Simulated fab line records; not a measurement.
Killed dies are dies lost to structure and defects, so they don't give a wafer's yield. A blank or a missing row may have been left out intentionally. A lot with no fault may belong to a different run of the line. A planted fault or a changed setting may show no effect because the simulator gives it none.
Split-lot trial || flow n5Finfet || 21 wafers read across 7 lots, on a route 1938 steps long

== SPLIT DETAILS ==
At N5_BEOL_M5_COAT_74 (time 60 s, resist thk 5 nm), the setting spinRpm was moved away from the recipe's 1500 rpm on 7 of the 21 wafers read, by -9.8% to +10.6%. The other wafers ran this setting at the recipe's value.

== FROM THE SPLIT TO THE READING: what the file shows between them, 5 steps ==
- N5_BEOL_M5_EXPOSE_25: exposes mask V4, defocus 10 nm (also split here: doseMj)
- N5_BEOL_M5_PEB_26: peb time 60 s
- N5_BEOL_M5_DEVELOP_27: develop time 30 s
- N5_BEOL_M5_CD_MEAS_28: target cd 30.6 nm, target cd y 20 nm
- N5_BEOL_M5_DESCUM_33: chemistry O2, time 7 s

== THE READING ==
etch.depthNm (the simulator's own value, which no gauge read), in nm, at N5_BEOL_M5_ETCH_75 (etches underlayer in N2/H2, target depth 6.5 nm, time 5.2 s). The file gives no usual value for it. Across the 14 wafers here that went through the recipe, the average is 5.000 nm and the standard deviation 0.01 nm.

{"wafer": "L075.1", "tool, chamber at the split": "lithoTrack-03, 0", "spinRpm as run, rpm": 1500, "against the recipe": "recipe", "etch.depthNm, nm": 4.999, "against lot-mates on the recipe": "-"}
{"wafer": "L075.3", "tool, chamber at the split": "lithoTrack-03, 0", "spinRpm as run, rpm": 1500, "against the recipe": "recipe", "etch.depthNm, nm": 5.012, "against lot-mates on the recipe": "-"}
{"wafer": "L075.5", "tool, chamber at the split": "lithoTrack-03, 0", "spinRpm as run, rpm": 1500, "against the recipe": "recipe", "etch.depthNm, nm": 5.007, "against lot-mates on the recipe": "-"}
{"wafer": "L076.1", "tool, chamber at the split": "lithoTrack-02, 0", "spinRpm as run, rpm": 1500, "against the recipe": "recipe", "etch.depthNm, nm": 4.987, "against lot-mates on the recipe": "-"}
{"wafer": "L076.2", "tool, chamber at the split": "lithoTrack-02, 0", "spinRpm as run, rpm": 1500, "against the recipe": "recipe", "etch.depthNm, nm": 4.994, "against lot-mates on the recipe": "-"}
{"wafer": "L076.4", "tool, chamber at the split": "lithoTrack-02, 0", "spinRpm as run, rpm": 1500, "against the recipe": "recipe", "etch.depthNm, nm": 4.989, "against lot-mates on the recipe": "-"}
{"wafer": "L079.1", "tool, chamber at the split": "lithoTrack-02, 0", "spinRpm as run, rpm": 1353, "against the recipe": "-9.8%", "etch.depthNm, nm": 5.267, "against lot-mates on the recipe": "+0.256"}
{"wafer": "L079.2", "tool, chamber at the split": "lithoTrack-02, 0", "spinRpm as run, rpm": 1500, "against the recipe": "recipe", "etch.depthNm, nm": 5.011, "against lot-mates on the recipe": "-"}
{"wafer": "L079.4", "tool, chamber at the split": "lithoTrack-02, 0", "spinRpm as run, rpm": 1353, "against the recipe": "-9.8%", "etch.depthNm, nm": 5.262, "against lot-mates on the recipe": "+0.251"}
{"wafer": "L084.4", "tool, chamber at the split": "lithoTrack-04, 0", "spinRpm as run, rpm": 1500, "against the recipe": "recipe", "etch.depthNm, nm": 5.004, "against lot-mates on the recipe": "-"}
{"wafer": "L084.5", "tool, chamber at the split": "lithoTrack-04, 0", "spinRpm as run, rpm": 1500, "against the recipe": "recipe", "etch.depthNm, nm": 5.005, "against lot-mates on the recipe": "-"}
{"wafer": "L084.6", "tool, chamber at the split": "lithoTrack-04, 0", "spinRpm as run, rpm": 1500, "against the recipe": "recipe", "etch.depthNm, nm": 5.005, "against lot-mates on the recipe": "-"}
{"wafer": "L088.1", "tool, chamber at the split": "lithoTrack-02, 0", "spinRpm as run, rpm": 1659, "against the recipe": "+10.6%", "etch.depthNm, nm": 4.759, "against lot-mates on the recipe": -0.236}
{"wafer": "L088.2", "tool, chamber at the split": "lithoTrack-02, 0", "spinRpm as run, rpm": 1500, "against the recipe": "recipe", "etch.depthNm, nm": 4.995, "against lot-mates on the recipe": "-"}
{"wafer": "L088.4", "tool, chamber at the split": "lithoTrack-02, 0", "spinRpm as run, rpm": 1659, "against the recipe": "+10.6%", "etch.depthNm, nm": 4.759, "against lot-mates on the recipe": -0.236}
{"wafer": "L094.1", "tool, chamber at the split": "lithoTrack-02, 0", "spinRpm as run, rpm": 1390, "against the recipe": "-7.3%", "etch.depthNm, nm": 5.163, "against lot-mates on the recipe": "+0.187"}
{"wafer": "L094.5", "tool, chamber at the split": "lithoTrack-02, 0", "spinRpm as run, rpm": 1500, "against the recipe": "recipe", "etch.depthNm, nm": 4.976, "against lot-mates on the recipe": "-"}
{"wafer": "L094.6", "tool, chamber at the split": "lithoTrack-02, 0", "spinRpm as run, rpm": 1390, "against the recipe": "-7.3%", "etch.depthNm, nm": 5.164, "against lot-mates on the recipe": "+0.188"}
{"wafer": "L096.1", "tool, chamber at the split": "lithoTrack-03, 0", "spinRpm as run, rpm": 1500, "against the recipe": "recipe", "etch.depthNm, nm": 5.01, "against lot-mates on the recipe": "-"}
{"wafer": "L096.4", "tool, chamber at the split": "lithoTrack-03, 0", "spinRpm as run, rpm": 1500, "against the recipe": "recipe", "etch.depthNm, nm": 5.005, "against lot-mates on the recipe": "-"}
{"wafer": "L096.6", "tool, chamber at the split": "lithoTrack-03, 0", "spinRpm as run, rpm": 1432, "against the recipe": "-4.5%", "etch.depthNm, nm": 5.129, "against lot-mates on the recipe": "+0.121"}

FIT RESULTS
A straight line over all 21 wafers: etch.depthNm changes by -0.0242 nm for each +1% of spinRpm; r = -0.99; the points scatter about the line by 0.014 nm.
The same after taking each lot's own level away (the mean of its wafers on the recipe; 21 wafers): -0.0242 nm for each +1%; r = -1.00; scatter 0.0083 nm.
According to that fit, moving spinRpm by its largest amount changes the reading by 0.26 nm.
Measured against the standard deviation above, the lots' own levels, which go from 4.9760 to 5.0110 nm, span 3.5 times it.
Hence the lot-to-lot level has little effect on the slope; both slopes agree.
Check: -0.258 nm against its lot-mates is what the line predicts for one of the wafers moved furthest among these (+10.6%) when that wafer is left out of the fit. It came out at -0.236 nm against them.

== FURTHER SPLITS ON THESE WAFERS ==
Other splits were also applied to these wafers ahead of the reading. Each is held against what the fit with the lots' levels taken away leaves over:
{"other split on the same wafers": "N5_BEOL_M3_COAT_22 spinRpm", "wafers away from the commonest value": 8, "r with etch.depthNm (lot level and that fit taken away)": "+0.24"}
{"other split on the same wafers": "N5_BEOL_M4_DESCUM_16 timeS", "wafers away from the commonest value": 7, "r with etch.depthNm (lot level and that fit taken away)": -0.54}
{"other split on the same wafers": "N5_BEOL_M4_DESCUM_33 timeS", "wafers away from the commonest value": 8, "r with etch.depthNm (lot level and that fit taken away)": "+0.36"}
{"other split on the same wafers": "N5_BEOL_M4_ETCH_69 cf4FlowSccm", "wafers away from the commonest value": 4, "r with etch.depthNm (lot level and that fit taken away)": "+0.10"}
{"other split on the same wafers": "N5_BEOL_M5_EXPOSE_25 doseMj", "wafers away from the commonest value": 6, "r with etch.depthNm (lot level and that fit taken away)": -0.16}

== THE FILE'S OWN FIT ==
etch.depthNm changes by -0.0244 nm for each +1% of spinRpm, r = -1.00.
